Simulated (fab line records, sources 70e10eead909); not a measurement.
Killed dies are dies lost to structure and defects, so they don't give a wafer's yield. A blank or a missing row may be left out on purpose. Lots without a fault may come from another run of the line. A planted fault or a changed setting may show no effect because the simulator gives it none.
fab line records | flow nand_harc
record lots=14 wafers=42 last_day=35
route steps=1302 shown P_GATE@189 P_CONTACT@232
lots that met no fault: from a run of the same line without faults
start_h: hours from the record's first day to the start of the lot's first wafer shown | wait_h: hours since the lot's step before | " the same as in the row above | L1.1+2: a row that stands for several wafers | - no value, or no start given | * or withheld: withheld | < > ~ a bound
route shown NAME@n: a module of which the file shows steps, and the number in the route of the first | usual: mean/standard deviation of fault-free wafers | same: alike in all rows | chamber/n: place in a boat | sites: the reading at each site | _std_site: their standard deviation | _edge_site: outer sites' mean less inner sites' | radius_mm: how far each site lies from the wafer's centre | mask NAME#n: copy n | behind: the tool/chamber that last shaped the wafer | hold: why the lot was held/for how many hours/how that ended | device: the transistor (n, p or np) that didn't switch | end of line: the same wafers' tests at the end of the route | a step without rows: its recipe alone | killed: dies lost to structure and defects at the first sort, not the wafer's yield | map: a wafer's dies, x killed, . not, _ none there
set.NAME: the setting as run; set.NAME@STEP: as run at that earlier step | model.NAME: the simulator's own value behind a step, which no gauge read
steps of the route over a sample of lots; a table a step, a row a wafer
services: from which hour (start_h, from the record's first day; less than 0 if before it) a tool's chamber was out of use, for how many hours, and why
## steps
# step NHARC_P_GATE_STRIP_112
# recipe power_w=1500 temp_c=110 time_s=200 chemistry=N2/H2
# usual drypump_motor_current_A=5.85/0.28 heater_power_w=89/6.9
# same time_s=200
# columns lot.wafer tool chamber start_h wait_h drypump_motor_current_A heater_power_w rf_hours_counter_h
L937.2 plasma_asher-01 1 107.88 0.2 6.25 99 24
L937.3 " 0 " " 5.79 82 -
L937.5 " 1 " " 6.22 97 -
L938.1 plasma_asher-01 0 121.53 0.2 5.81 85 26
L938.3 " 1 " " 6.22 95 -
L938.4 " 0 " " 5.80 82 -
L940.1 plasma_asher-01 1 136.72 0.2 6.24 99 29
L940.6 " 1 " " 6.26 99 -
L940.5 " 0 " " 5.77 80 -
L945.2 plasma_asher-02 1 210.96 0.2 5.50 93 23
L945.3 " 0 " " 5.67 102 -
L945.6 " 0 " " 5.64 99 -
L944.1 plasma_asher-02 0 211.63 0.2 5.65 99 23
L944.3 " 1 " " 5.52 96 -
L944.6 " 0 " " 5.65 101 -
L941.1 plasma_asher-01 0 212.31 0.2 5.79 81 6
L941.3 " 0 " " 5.80 82 -
L941.5 " 0 " " 5.81 77 -
L943.2 plasma_asher-01 1 218.55 0.2 6.25 92 9
L943.4 " 1 " " 6.27 90 -
L943.5 " 0 " " 5.80 80 -
L947.3 plasma_asher-01 1 219.03 0.2 6.25 91 -
L947.4 " 0 " " 5.79 79 -
L947.5 " 0 " " 5.79 78 -
L955.1 plasma_asher-01 1 295.21 0.2 6.23 91 31
L955.6 " 1 " " 6.24 91 -
L955.5 " 0 " " 5.79 81 -
L956.1 plasma_asher-01 1 297.17 0.4 6.23 90 31
L956.2 " 0 " " 5.78 81 31
L956.5 " 0 " " 5.79 80 -
L957.2 plasma_asher-01 0 308.43 0.2 5.81 78 33
L957.1 " 1 " " 6.26 92 33
L957.3 " 0 " " 5.81 79 -
L958.1 plasma_asher-02 0 328.54 0.2 5.66 93 13
L958.3 " 0 " " 5.64 89 -
L958.5 " 0 " " 5.65 89 -
L959.3 plasma_asher-01 0 334.80 0.3 5.82 81 -
L959.6 " 1 " " 6.22 92 -
L959.5 " 0 " " 5.80 80 -
L960.2 plasma_asher-02 1 339.84 0.2 5.51 90 15
L960.3 " 1 " " 5.51 90 -
L960.6 " 0 " " 5.64 90 -
# step NHARC_P_GATE_RTA_82
# recipe temp_c=450 time_s=30
# usual anneal_temp_c_max=452.3/0.78 lamp_power_pct=3.81/0.069 lamp_zone_2_pct=3.81/0.069 lamp_zone_5_pct=3.83/0.069 time_s=30/0 wafer_temp_C_max=452.0/0.42
# columns lot.wafer tool chamber start_h wait_h anneal_temp_c_max lamp_power_pct lamp_zone_2_pct lamp_zone_5_pct time_s wafer_temp_C_max
L937.2 rtp_anneal-01 0 112.74 - 451.2 3.87 3.87 3.89 30 451.9
L937.3 " 0 " " 452.0 3.87 3.87 3.88 30 451.3
L937.5 " 0 " " 451.3 3.86 3.87 3.89 30 451.9
L938.1 rtp_anneal-01 0 125.68 - 451.5 3.87 3.87 3.88 30 452.2
L938.3 " 0 " " 451.9 3.87 3.87 3.88 30 452.0
L938.4 " 0 " " 451.3 3.87 3.87 3.88 30 451.6
L940.1 rtp_anneal-02 0 140.77 - 452.2 3.73 3.73 3.74 30 452.2
L940.5 " 0 " " 452.6 3.73 3.73 3.75 30 452.3
L940.6 " 0 " " 453.0 3.73 3.73 3.74 30 453.0
L945.2 rtp_anneal-02 0 215.06 - 452.3 3.73 3.73 3.74 30 452.0
L945.3 " 0 " " 453.0 3.73 3.73 3.75 30 452.6
L945.6 " 0 " " 454.2 3.73 3.73 3.74 30 451.8
L944.1 rtp_anneal-02 0 215.84 - 452.5 3.72 3.74 3.74 30 452.3
L944.3 " 0 " " 455.1 3.73 3.73 3.75 30 452.0
L944.6 " 0 " " 453.7 3.73 3.73 3.74 30 452.1
L941.1 rtp_anneal-02 0 216.37 - 453.5 3.73 3.73 3.74 30 452.1
L941.3 " 0 " " 453.7 3.73 3.72 3.74 30 452.8
L941.5 " 0 " " 452.7 3.72 3.72 3.74 30 452.3
L943.2 rtp_anneal-01 0 223.16 - 452.6 3.87 3.86 3.88 30 451.6
L943.4 " 0 " " 452.3 3.87 3.87 3.88 30 451.4
L943.5 " 0 " " 451.9 3.87 3.87 3.88 30 451.4
L947.3 rtp_anneal-02 0 223.31 - 453.0 3.73 3.74 3.75 30 451.9
L947.4 " 0 " " 452.1 3.73 3.73 3.74 30 452.4
L947.5 " 0 " " 452.7 3.73 3.73 3.74 30 451.5
L955.1 rtp_anneal-01 - 299.30 - - - - - - -
L955.5 " - " " - - - - - -
L955.6 " - " " - - - - - -
L956.1 rtp_anneal-01 - 301.32 - - - - - - -
L956.2 " - " " - - - - - -
L956.5 " - " " - - - - - -
L957.1 rtp_anneal-01 0 312.53 - 451.7 3.87 3.87 3.88 30 451.8
L957.2 " 0 " " 451.9 3.86 3.86 3.89 30 452.2
L957.3 " 0 " " 452.1 3.86 3.87 3.89 30 451.8
L958.1 rtp_anneal-01 0 332.46 - 451.7 3.87 3.87 3.88 30 452.0
L958.3 " 0 " " 451.5 3.87 3.87 3.88 30 452.0
L958.5 " 0 " " 452.0 3.87 3.87 3.89 30 451.8
L959.3 rtp_anneal-01 0 338.80 - 452.0 3.87 3.87 3.89 30 451.8
L959.5 " 0 " " 451.7 3.87 3.87 3.88 30 451.9
L959.6 " 0 " " 451.8 3.87 3.88 3.89 30 451.8
L960.2 rtp_anneal-02 0 343.85 - 451.7 3.73 3.73 3.75 30 451.9
L960.3 " 0 " " 452.6 3.72 3.73 3.74 30 451.8
L960.6 " 0 " " 452.9 3.73 3.73 3.75 30 451.5
# step NHARC_P_GATE_INSPECT_68
# usual raw_defect_count=205/85
# columns lot.wafer tool chamber start_h wait_h raw_defect_count
L937.2 defect_inspect-01 - 112.91 0.1 280
L937.3 " - " " 219
L937.5 " - " " 269
L938.1 defect_inspect-02 - 125.87 0.2 208
L938.3 " - " " 130
L938.4 " - " " 206
L940.1 defect_inspect-01 - 140.97 0.2 188
L940.5 " - " " 91
L940.6 " - " " 187
L945.2 defect_inspect-01 - 215.23 0.1 285
L945.3 " - " " 193
L945.6 " - " " 425
L944.1 defect_inspect-01 - 216.04 0.2 608
L944.3 " - " " 251
L944.6 " - " " 426
L941.1 defect_inspect-02 - 216.57 0.2 133
L941.3 " - " " 189
L941.5 " - " " 141
L943.2 defect_inspect-02 - 223.33 0.1 217
L943.4 " - " " 122
L943.5 " - " " 176
L947.3 defect_inspect-01 - 223.45 0.1 117
L947.4 " - " " 108
L947.5 " - " " 112
L955.1 defect_inspect-01 - 299.50 0.2 185
L955.5 " - " " 126
L955.6 " - " " 204
L956.1 defect_inspect-02 - 301.52 0.2 176
L956.2 " - " " 156
L956.5 " - " " 189
L957.1 defect_inspect-02 - 312.72 0.2 169
L957.2 " - " " 166
L957.3 " - " " 136
L958.1 defect_inspect-02 - 332.66 0.2 286
L958.3 " - " " 202
L958.5 " - " " 216
L959.3 defect_inspect-02 - 338.94 0.1 242
L959.5 " - " " 207
L959.6 " - " " 191
L960.2 defect_inspect-02 - 344.02 0.1 307
L960.3 " - " " 138
L960.6 " - " " 233
# step NHARC_P_CONTACT_CD_MEAS_12
# recipe target_cd_nm=90 landing_energy_ev=500
# usual cd_nm=90.2/0.62
# columns lot.wafer tool chamber start_h wait_h cd_nm
L937.2 cd_sem-03 0 114.40 - 90.6
L937.3 " 0 " " 91.3
L937.5 " 0 " " 91.4
L938.1 cd_sem-01 0 127.50 - 89.8
L938.3 " 0 " " 90.4
L938.4 " 0 " " 90.9
L940.1 cd_sem-03 0 142.57 - 90.4
L940.5 " 0 " " 90.0
L940.6 " 0 " " 90.3
L945.2 cd_sem-02 0 216.85 - 90.6
L945.3 " 0 " " 90.6
L945.6 " 0 " " 90.2
L944.1 cd_sem-02 0 217.65 - 90.4
L944.3 " 0 " " 90.3
L944.6 " 0 " " 90.8
L941.1 cd_sem-02 0 218.17 - 90.3
L941.3 " 0 " " 91.1
L941.5 " 0 " " 90.5
L943.2 cd_sem-03 0 224.95 - 89.4
L943.4 " 0 " " 90.3
L943.5 " 0 " " 89.6
L947.3 cd_sem-03 0 225.10 - 88.9
L947.4 " 0 " " 90.2
L947.5 " 0 " " 89.8
L957.1 cd_sem-02 0 314.20 - 90.4
L957.2 " 0 " " 90.0
L957.3 " 0 " " 90.1
L958.1 cd_sem-02 0 334.29 - 89.4
L958.3 " 0 " " 89.8
L958.5 " 0 " " 89.8
L959.3 cd_sem-02 0 340.55 - 90.4
L959.5 " 0 " " 90.4
L959.6 " 0 " " 90.3
L960.2 cd_sem-01 0 345.66 - 89.9
L960.3 " 0 " " 90.2
L960.6 " 0 " " 91.3
## services
# columns tool chamber start_h hours kind
plasma_asher-02 - 84.00 0.7 repair
plasma_asher-01 - 123.01 1.9 repair
plasma_asher-01 - 165.00 9.0 pm
plasma_asher-01 0 165.00 9.0 vent_cycle
plasma_asher-01 1 165.00 9.0 vent_cycle
plasma_asher-01 0 174.00 - clean
plasma_asher-01 1 174.00 - clean
rtp_anneal-02 - 217.08 1.5 repair
plasma_asher-02 - 249.14 9.0 pm
plasma_asher-02 0 249.14 9.0 vent_cycle
plasma_asher-02 1 249.14 9.0 vent_cycle
plasma_asher-02 0 258.14 - clean
plasma_asher-02 1 258.14 - clean
plasma_asher-01 - 342.00 9.0 pm
plasma_asher-01 0 342.00 9.0 vent_cycle
plasma_asher-01 1 342.00 9.0 vent_cycle
## key
first_sign step=NHARC_P_GATE_RTA_82 reading=tool_record direction=missing
effect none on later readings
met_at NHARC_P_GATE_RTA_82
struck_lots L955,L956
later_rows_left_out L955.1,L955.5,L955.6,L956.1,L956.2,L956.5
sort_left_out L955.1,L955.5,L955.6,L956.1,L956.2,L956.5
tester_left_out L955,L956
not_acting_at NHARC_P_GATE_STRIP_112,NHARC_P_GATE_INSPECT_68,NHARC_P_CONTACT_CD_MEAS_12
onset_between 223.16 299.30
fault kind=skipped_step_whole tool=rtp_anneal-01 chamber=- onset_h=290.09 steps=NHARC_P_GATE_RTA_82 scope=struck_lots_only
# tester_left_out: of these lots the tester's yield and bins aren't shown, on N5 and GAA mostly nor the transistor test; their killed dies are dies lost to structure and defects alone, not to doping, threshold or leakage, so they don't give the yield
# sort_left_out: the simulated sort isn't trusted on such a fault, so these wafers' sort isn't shown, and their yield isn't known
# later_rows_left_out: the simulator's readings of these wafers behind a module that went badly wrong aren't trusted and aren't shown, but for the sort
